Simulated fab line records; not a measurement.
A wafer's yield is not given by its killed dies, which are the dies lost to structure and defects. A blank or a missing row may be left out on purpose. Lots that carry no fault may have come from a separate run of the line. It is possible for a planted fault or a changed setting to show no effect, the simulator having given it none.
Chamber matching / flow nand_harc / 3 sister chambers for NHARC_A_CONTACT_DEP_58 on pecvd-01
The step deposits SiON, target thk 90 nm. 3 wafers are shown with their chamber, then 8 later ones without.

== WAFERS WITH THEIR CHAMBER ==
wafer=L091.2; chamber=2; heater_power_w (W)=635
wafer=L091.3; chamber=1; heater_power_w (W)=903
wafer=L094.1; chamber=0; heater_power_w (W)=615

== WAFERS MISSING THEIR CHAMBER ==
wafer=L094.4; heater_power_w (W)=615
wafer=L094.5; heater_power_w (W)=804
wafer=L093.2; heater_power_w (W)=645
wafer=L093.3; heater_power_w (W)=734
wafer=L093.6; heater_power_w (W)=638
wafer=L097.2; heater_power_w (W)=872
wafer=L097.4; heater_power_w (W)=846
wafer=L097.5; heater_power_w (W)=549

== THE CHAMBER EACH PASSED THROUGH ==
wafer=L094.4; from the rows above=can't be placed: 0 or 2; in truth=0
wafer=L094.5; from the rows above=can't be placed: 1 or 2 or 0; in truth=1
wafer=L093.2; from the rows above=can't be placed: 2 or 0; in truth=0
wafer=L093.3; from the rows above=can't be placed: 2 or 0 or 1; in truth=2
wafer=L093.6; from the rows above=can't be placed: 2 or 0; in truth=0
wafer=L097.2; from the rows above=1; in truth=1
wafer=L097.4; from the rows above=1; in truth=1
wafer=L097.5; from the rows above=can't be placed: 0 or 2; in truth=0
Correctly placed: 2 of 8. Can't be placed from these rows: 6 (the true chamber is among the candidates in 6). Wrongly placed: 0.
How it was worked out, from the rows above alone: a wafer's distance from a chamber is the root of the sum, over the readings, of the square of ((its reading less the chamber's mean) divided by the reading's scatter). If the next closest chamber is less than 2 further off than the closest, the wafer can't be placed; otherwise it belongs to the closest. Each chamber's mean is taken over the wafers shown for it. The scatter: with one shown wafer a chamber, the root of the mean of the squares of how far each hidden wafer lies from its nearest shown one.
